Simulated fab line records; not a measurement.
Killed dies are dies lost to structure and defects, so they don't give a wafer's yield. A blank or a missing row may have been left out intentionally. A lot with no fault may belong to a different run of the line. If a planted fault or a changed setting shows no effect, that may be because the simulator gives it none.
Problem report in the 8D (eight disciplines) form, filled by code -- flow n5Finfet -- the parts of the form that need people (team, actions taken, sign-off) are left out

## 1. WHAT IS WRONG
Mean of spinSpeedRpm at N5_GATE_CUT_COAT_34: 1594.2 rpm across 6 wafers in 2 lots; on wafers with no fault it is 1500.0 rpm (standard deviation 1). That is +94 standard deviations from the usual mean.
The step: time 60 s, resist thk 60 nm.
Earliest sighting: wafer L328.1 on lithoTrack-02 at day 8 17:11. At this step, 30 wafers from 10 lots have a number in the record. Rule for "out" (also "out of limits"): further than 4 standard deviations from the usual mean. The other wafers with a number count as sound.

## 2. WHAT IT IS, WHAT IT ISN'T
question,is,is not
which readings at this step,spinSpeedRpm,resistLineTempC
which lots,"L328, L329","L311, L312, L318, L319, L330, L331, L332, L334"
which wafers of those lots,all that have a number,-
read on which tools,lithoTrack-02,"lithoTrack-03, lithoTrack-05"
when,from day 8 17:11,"up to then (12 sound wafers); but 12 sound wafers of L330, L331, L332, L334 came after"

## 3. THE SUSPECTS, EACH WITH WHAT RULES IT OUT
Counting: any tool at a process step up to the reading is kept as a suspect provided that every lot that is out went through it and no sound lot did after the first of them.
- cvdW-02 at N5_HKMG_FIN_W_FILL_22 (material W, target thk 60 nm, time 18.2 s): ruled out as a lasting fault. After its first lot that is out, L328 (day 8 11:48), sound lots L330, L331, L332 ran on it.
- aldSin-01 at N5_GATE_CUT_SAC_CAP_01 (material SiNx, target thk 24 nm, pulse time 1 s, ald cycles 480): ruled out as a lasting fault. After its first lot that is out, L328 (day 8 14:32), sound lots L332 ran on it.
- lithoTrack-02 at N5_GATE_CUT_COAT_34 (time 60 s, resist thk 60 nm): kept. Every lot that is out went through it, starting with L328 (day 8 17:11), and after that it ran no sound lot; the last sound lot it ran before then is L319 (day 6 14:13). On those wafers its own readings are out: spinSpeedRpm.
The count leaves lithoTrack-02 at N5_GATE_CUT_COAT_34.

## 4. THE CAUSE (what the simulator had put in)
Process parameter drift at N5_GATE_CUT_COAT_34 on lithoTrack-02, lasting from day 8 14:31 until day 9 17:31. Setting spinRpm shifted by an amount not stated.
Counting left only this tool.

## 5. THE EFFECT CHAIN, in route order
One row per reading whose mean, taken over the struck wafers that have a number, lies over 3 standard deviations from the usual. Readings are gone through only where the record gives a usual standard deviation; hours: the median, over the lots, of the time from a lot's start at the first step in this table giving one to that lot's start at this step; sigmas: the change measured in usual standard deviations.
hours,step,reading,usual,on struck wafers,change,sigmas
0,N5_GATE_CUT_COAT_34,spinSpeedRpm,1500.0 rpm,1594.2,+94.2,+94
Here are the process steps it includes:
- N5_GATE_CUT_COAT_34: time 60 s, resist thk 60 nm.
At these later measuring or inspecting steps, every struck wafer for which the step has a row has a number for every such reading, and none has moved that far: N5_BEOL_M4_RC_MEAS_101.

## 6. HOW IT WOULD HAVE BEEN CAUGHT EARLIER
The fault began at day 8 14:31; the first out-of-limits reading in this record came at day 8 17:11, 3 hours later.
